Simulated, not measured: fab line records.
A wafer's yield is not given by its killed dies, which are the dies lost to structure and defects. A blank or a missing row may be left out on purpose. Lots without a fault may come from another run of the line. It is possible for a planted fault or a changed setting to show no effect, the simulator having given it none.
Split-lot study :: flow n5 finfet :: 7 lots, 21 wafers read, on a route of 1938 steps

SPLIT DETAILS
At N5_BEOL_M5_ETCH_72 (etches underlayer in N2/H2, target depth 6.5 nm, time 5.2 s), the setting bias w was moved away from the recipe's 150 W on 8 of the 21 wafers read, by -15.5% to +14.2%. The other wafers ran this setting at the recipe's value.

Reading taken at the split's own step.

THE READING
rf vpp V, in V, at N5_BEOL_M5_ETCH_72 (etches underlayer in N2/H2, target depth 6.5 nm, time 5.2 s). A value of 524.4 V with a standard deviation of 2.9 V is what fault-free wafers of this fab line usually give.

wafer: L074.1
tool, chamber at the split: rie diel-04, 1
bias w as run, W: 171.3
against the recipe: +14.2%
rf vpp V, V: 572.3
against lot-mates on the recipe: +47.2

wafer: L074.4
tool, chamber at the split: rie diel-04, 2
bias w as run, W: 150
against the recipe: recipe
rf vpp V, V: 525.4
against lot-mates on the recipe: -

wafer: L074.5
tool, chamber at the split: rie diel-04, 3
bias w as run, W: 150
against the recipe: recipe
rf vpp V, V: 524.7
against lot-mates on the recipe: -

wafer: L080.2
tool, chamber at the split: rie diel-06, 3
bias w as run, W: 139
against the recipe: -7.3%
rf vpp V, V: 496.6
against lot-mates on the recipe: -21.6

wafer: L080.3
tool, chamber at the split: rie diel-06, 0
bias w as run, W: 139
against the recipe: -7.3%
rf vpp V, V: 500.4
against lot-mates on the recipe: -17.8

wafer: L080.6
tool, chamber at the split: rie diel-06, 1
bias w as run, W: 150
against the recipe: recipe
rf vpp V, V: 518.2
against lot-mates on the recipe: -

wafer: L088.1
tool, chamber at the split: rie diel-01, 3
bias w as run, W: 162.6
against the recipe: +8.4%
rf vpp V, V: 552.4
against lot-mates on the recipe: +29.0

wafer: L088.3
tool, chamber at the split: rie diel-01, 0
bias w as run, W: 162.6
against the recipe: +8.4%
rf vpp V, V: 547.8
against lot-mates on the recipe: +24.4

wafer: L088.4
tool, chamber at the split: rie diel-01, 3
bias w as run, W: 150
against the recipe: recipe
rf vpp V, V: 523.4
against lot-mates on the recipe: -

wafer: L089.2
tool, chamber at the split: rie diel-01, 0
bias w as run, W: 150
against the recipe: recipe
rf vpp V, V: 518.3
against lot-mates on the recipe: -

wafer: L089.4
tool, chamber at the split: rie diel-01, 1
bias w as run, W: 150
against the recipe: recipe
rf vpp V, V: 524.4
against lot-mates on the recipe: -

wafer: L089.5
tool, chamber at the split: rie diel-01, 0
bias w as run, W: 150
against the recipe: recipe
rf vpp V, V: 521.7
against lot-mates on the recipe: -

wafer: L090.1
tool, chamber at the split: rie diel-04, 0
bias w as run, W: 150
against the recipe: recipe
rf vpp V, V: 522.5
against lot-mates on the recipe: -

wafer: L090.4
tool, chamber at the split: rie diel-04, 1
bias w as run, W: 126.7
against the recipe: -15.5%
rf vpp V, V: 471.0
against lot-mates on the recipe: -51.5

wafer: L090.6
tool, chamber at the split: rie diel-04, 0
bias w as run, W: 126.7
against the recipe: -15.5%
rf vpp V, V: 473.7
against lot-mates on the recipe: -48.8

wafer: L091.1
tool, chamber at the split: rie diel-01, 0
bias w as run, W: 150
against the recipe: recipe
rf vpp V, V: 520.7
against lot-mates on the recipe: -

wafer: L091.2
tool, chamber at the split: rie diel-01, 2
bias w as run, W: 150
against the recipe: recipe
rf vpp V, V: 527.8
against lot-mates on the recipe: -

wafer: L091.4
tool, chamber at the split: rie diel-01, 0
bias w as run, W: 150
against the recipe: recipe
rf vpp V, V: 517.8
against lot-mates on the recipe: -

wafer: L095.2
tool, chamber at the split: rie diel-04, 2
bias w as run, W: 139.5
against the recipe: -7.0%
rf vpp V, V: 501.2
against lot-mates on the recipe: -24.9

wafer: L095.4
tool, chamber at the split: rie diel-04, 1
bias w as run, W: 150
against the recipe: recipe
rf vpp V, V: 525.5
against lot-mates on the recipe: -

wafer: L095.5
tool, chamber at the split: rie diel-04, 3
bias w as run, W: 150
against the recipe: recipe
rf vpp V, V: 526.7
against lot-mates on the recipe: -

THE FIT
A straight line over all 21 wafers: rf vpp V changes by +3.3 V for each +1% of bias w; r = +0.99; the points scatter about the line by 2.9 V.
The same after taking each lot's own level away (the mean of its wafers on the recipe; 21 wafers): +3.2 V for each +1%; r = +0.99; scatter 2.6 V.
That fit puts the effect of the largest move of bias w on the reading at 50 V.
The lots' own levels span 518.20 to 526.10 V, that is 2.7 times the standard deviation above.
Hence the lot-to-lot level has little effect on the slope; both slopes agree.
Check: for one of the wafers moved furthest among these (-15.5%), held out of the fit, the line's prediction against its lot-mates is -48.8 V. Against them it came out at -51.5 V.
Tool readings at the split's step, against how far the setting was moved: rf vpp V r = +0.99.

ADDITIONAL SPLITS CARRIED BY THESE WAFERS
Note: prior to the reading, these wafers also went through further splits. Each is held against what the fit with the lots' levels taken away leaves over:
other split on the same wafers: N5_BEOL_M4_EXPOSE_25 dose mj
wafers away from the commonest value: 2
r with rf vpp V (lot level and that fit taken away): -0.06

other split on the same wafers: N5_BEOL_M5_PECVD_70 temp c
wafers away from the commonest value: 4
r with rf vpp V (lot level and that fit taken away): +0.18

other split on the same wafers: N5_BEOL_M5_COAT_05 spin rpm
wafers away from the commonest value: 11
r with rf vpp V (lot level and that fit taken away): +0.02

THE FILE'S OWN FIT
rf vpp V changes by +3.23 V for each +1% of bias w, r = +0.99.
